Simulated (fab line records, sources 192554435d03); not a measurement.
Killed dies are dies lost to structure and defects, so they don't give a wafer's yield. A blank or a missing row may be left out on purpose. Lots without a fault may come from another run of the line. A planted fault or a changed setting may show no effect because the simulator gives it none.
Which tool did it? | flow n5_finfet | 10 lots, 30 wafers sampled, at 2 steps of a route of 1938

WHAT THE GAUGES READ, wafer by wafer
N5_MIM_BOT_LITHO_CD_MEAS_08: target cd 3000 nm.
lot  | measured     | on        | cd_nm (nm)
L550 | day 12 05:44 | cd_sem-03 | 2999.5 2997.9 2998.1
L551 | day 12 10:01 | cd_sem-02 | 3000.0 2998.4 2999.0
L557 | day 13 22:47 | cd_sem-03 | 2999.8 2998.1 2998.7
L556 | day 14 02:25 | cd_sem-02 | 3000.9 2997.1 3001.2
L558 | day 14 10:29 | cd_sem-03 | 3000.7 2999.6 2999.3
L559 | day 14 20:30 | cd_sem-02 | 2998.7 3001.3 2998.2
L564 | day 15 21:47 | cd_sem-03 | 2996.9 3002.4 2999.3
L567 | day 16 14:16 | cd_sem-02 | 2999.8 2997.7 2998.2
L570 | day 17 04:26 | cd_sem-01 | 2995.1 2999.5 2999.3
L569 | day 17 16:30 | cd_sem-01 | 2998.0 2997.2 2998.7

WHICH TOOL RAN EACH LOT (tool, then ch and the chambers of the sampled wafers, then the start)
lot  | N5_BEOL_M4_ETCHBACK_99
L550 | rie_diel-04 ch 0,1, day 8 04:10
L551 | rie_diel-01 ch 0,1,3, day 8 07:32
L557 | rie_diel-01 ch 0,1,2, day 9 18:03
L556 | rie_diel-04 ch 0,1,3, day 9 18:06
L558 | rie_diel-01 ch 2,3, day 9 21:08
L559 | rie_diel-02 ch 2,3, day 9 23:59
L564 | rie_diel-01 ch 0,2,3, day 11 15:35
L567 | rie_diel-01 ch 0,1,3, day 12 10:22
L570 | rie_diel-01 ch 0,1, day 12 23:56
L569 | rie_diel-02 ch 0,3, day 13 08:54
- N5_BEOL_M4_ETCHBACK_99: etches SiO2 in CHF3, target depth 5 nm, time 10.4 s.

THE ANSWER, worked out from the rows above alone
Rule: what is usual is taken from the lots themselves. Put in order of their means at a reading, lots are off if they are a third of the lots or fewer, leave a main group of 4 or more, and stand apart from it by a gap of 3 or more times the standard deviation of the main group's means; of several such gaps the widest counts. A main group whose means are all the same, to the digits that the tables above print for the reading, isn't used. A lot without any number at a reading at which 4 lots or more have one is off too. The other lots that the step has rows for count as sound.
No lot is off at any reading shown: from this, nothing can be told.

WHAT THE SIMULATOR HAD PUT IN
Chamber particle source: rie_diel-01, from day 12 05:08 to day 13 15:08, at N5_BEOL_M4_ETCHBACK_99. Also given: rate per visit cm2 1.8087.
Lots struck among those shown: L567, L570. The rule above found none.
